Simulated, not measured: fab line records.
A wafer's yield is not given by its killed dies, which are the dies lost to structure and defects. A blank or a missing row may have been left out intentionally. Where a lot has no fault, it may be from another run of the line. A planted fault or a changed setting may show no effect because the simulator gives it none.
Comparing a struck lot with a sound one + flow nand_harc + 41 out of 1302 route steps
Sound: these wafers, L342.1, L342.3, L342.6. Struck: wafer L335.1 (L335.4, L335.6, from the same lot, were not struck and are left out); the cause is given at the end.
Per side, at each step with rows, come the tool, then ch with its chambers, and then its first start. Under that, the readings that differ: sound wafers + struck wafers + difference of the means + sigmas: that difference in standard deviations of wafers without a fault.
alike: readings whose means differ by less than 2 such deviations, and words and numbers that are the same on both sides. not compared: withheld readings, readings that some wafer has no value for, bounds like >300 that may hide the same value, and numbers for which the record gives no deviation and whose values overlap.
The two part at a step that has a row with sigmas, a row that says differs or no value, or rows on one side only. When numbers do not overlap yet have no deviation, they are printed without sigmas and do not part them. Lack of a reading on every wafer of one side parts them only where that side has two or more wafers.

NHARC_A_M0_CD_MEAS_09: target cd 80 nm.
  sound on cd_sem-02 ch 0, day 30 21:56; struck on cd_sem-01 ch 0, day 27 18:11
  alike: cd_nm
NHARC_A_M0_OVL_MEAS_10: pitch 160 nm.
  sound: overlay-02 at day 30 22:01; struck: overlay-01 at day 27 18:16
  alike: overlay_x_nm, overlay_y_nm
NHARC_A_M0_INSPECT_11:
  sound: defect_inspect-02 at day 30 22:04; struck: defect_inspect-02 at day 27 18:19
  alike: raw_defect_count
then, 3 steps without rows for these wafers: NHARC_A_M0_DESCUM_14 (chemistry O2, time 3 s); NHARC_A_M0_ETCH_34 (etches the open film in N2/H2, target depth 40 nm, overetch 12 nm, time 43.94 s); NHARC_A_M0_ETCH_15 (etches the open film in C4F8/Ar, target depth 150 nm, overetch 15 nm, time 82.5 s).
NHARC_A_M0_CD_MEAS_16:
  sound: cd_sem-03 at day 30 22:25; struck: cd_sem-03 at day 27 18:40
  alike: cd_nm
NHARC_A_M0_STRIP_18: strips in N2/H2.
  sound on rie_diel-11 ch 0,2,3, day 30 22:31; struck on rie_diel-09 ch 2, day 27 18:44
  alike: drypump_motor_current_A, mfc_ar_sccm, oes_product_au, rf_fwd_power_W, rf_vpp_V, showerhead_plenum_p_Torr, throttle_valve_pct
  not compared: rf_hours_counter_h
then, 1 step without rows for these wafers: NHARC_A_M0_STRIP_19 (strips in post etch residue remover, time 600 s).
NHARC_A_M0_DEGAS_28: time 60 s.
  sound: pvd_sputter-01 at day 30 23:02; struck: pvd_sputter-03 at day 27 19:17
  alike: heater_power_w
NHARC_A_M0_PRE_CLEAN_29: time 30 s.
  sound on pvd_sputter-01; struck on pvd_sputter-03
  alike: heater_power_w
then, 1 step without rows for these wafers: NHARC_A_M0_PVD_20 (deposits TaN, target thk 5 nm, time 8.06 s).
NHARC_A_M0_PVD_21: deposits Cu, target thk 30 nm, time 20.49 s.
  sound: pvd_sputter-01 at day 30 23:17; struck: pvd_sputter-03 at day 27 19:32
  alike: throttle_valve_pct
then, 4 steps without rows for these wafers: NHARC_A_M0_ECD_22 (material Cu, target thk 400 nm); NHARC_A_M0_ANNEAL_30 (time 90 s); NHARC_A_M0_CMP_23 (polishes, t overpolish 20 s, target thk 113.75 nm); NHARC_A_M0_SRD_25.
NHARC_A_M0_INSPECT_27:
  sound: defect_inspect-02 at day 31 00:37; struck: defect_inspect-02 at day 27 20:50
  alike: raw_defect_count
NHARC_A_M0_PRE_CLEAN_31: time 12 s.
  sound on pecvd-02 ch 0, day 31 00:42; struck on pecvd-02 ch 0, day 27 20:55
  alike: heater_power_w, rf_fwd_power_W
then, 11 steps without rows for these wafers: NHARC_A_M0_DEP_32 (deposits SiCN, target thk 30 nm); NHARC_A_M1_DEP_00 (deposits SiOC, target thk 182.5 nm); NHARC_A_M1_DEHYDRATE_01 (time 120 s); NHARC_A_M1_HMDS_02 (time 30 s); NHARC_A_M1_COAT_34 (time 65 s); NHARC_A_M1_COAT_03 (resist thk 90 nm); NHARC_A_M1_SOFTBAKE_04 (time 55 s); NHARC_A_M1_EBR_05; NHARC_A_M1_EXPOSE_06 (exposes mask A M1, target cd 120 nm); NHARC_A_M1_PEB_07 (peb time 65 s); NHARC_A_M1_DEVELOP_08 (develop time 35 s).
NHARC_A_M1_CD_MEAS_09: target cd 120 nm.
  the record has rows for the sound wafers here (cd_sem-02 ch 0, day 31 02:10) and none for the struck ones
NHARC_A_M1_OVL_MEAS_10: pitch 240 nm.
  rows exist in the record for the sound wafers here (overlay-02, day 31 02:16), none for the struck ones
NHARC_A_M1_INSPECT_11:
  rows exist in the record for the sound wafers here (defect_inspect-01, day 31 02:17), none for the struck ones
NHARC_A_M1_DESCUM_14: chemistry O2, time 3 s.
  the record has rows for the sound wafers here (rie_diel-02 ch 0,1, day 31 02:22) and none for the struck ones
then, 2 steps without rows for these wafers: NHARC_A_M1_ETCH_35 (etches the open film in N2/H2, target depth 40 nm, overetch 12 nm, time 43.94 s); NHARC_A_M1_ETCH_15 (etches the open film in C4F8/Ar, target depth 182.5 nm, time 91.2 s).
NHARC_A_M1_CD_MEAS_16:
  rows exist in the record for the sound wafers here (cd_sem-02, day 31 02:40), none for the struck ones
then, 3 steps without rows for these wafers: NHARC_A_M1_STRIP_18 (strips in N2/H2); NHARC_A_M1_ETCH_28 (etches the open film in CF4/N2, target depth 30 nm, time 72.99 s); NHARC_A_M1_STRIP_19 (strips in post etch residue remover, time 600 s).
NHARC_END_SORT_01:
  sound on prober-01 ch 0, day 32 17:32; struck on prober-02 ch 0, day 29 13:34
| reading                  | sound          | struck | difference | sigmas |
|--------------------------|----------------|--------|------------|--------|
| defect_limited_yield (%) | 90.8 92.0 92.6 | 0      | -92        | -33    |
| killed_at_array          | 57 50 49       | 674    | +622       | +33    |
| killed_at_other          | 1 1 0          | 3      | +2         | +2     |
| killed_dies              | 62 54 50       | 677    | +622       | +33    |
| sort_bin_2_pct (%)       | 2.1 2.4 3.0    | 96.6   | +94.1      | +78    |
| sort_n_pass              | 615 623 627    | 0      | -622       | -33    |
| sort_rim_yield_pct (%)   | 90 86 96       | 0      | -91        | -19    |
| sort_yield_pct (%)       | 90.8 92.0 92.6 | 0      | -92        | -33    |
  alike: killed_at_periphery, killed_open, killed_short, sort_bin_3_pct, sort_bin_4_pct

== WHERE THEY PART ==
At NHARC_A_M1_CD_MEAS_09 first; at NHARC_END_SORT_01 last (within this record only).

WHY: what had been put in by the simulator
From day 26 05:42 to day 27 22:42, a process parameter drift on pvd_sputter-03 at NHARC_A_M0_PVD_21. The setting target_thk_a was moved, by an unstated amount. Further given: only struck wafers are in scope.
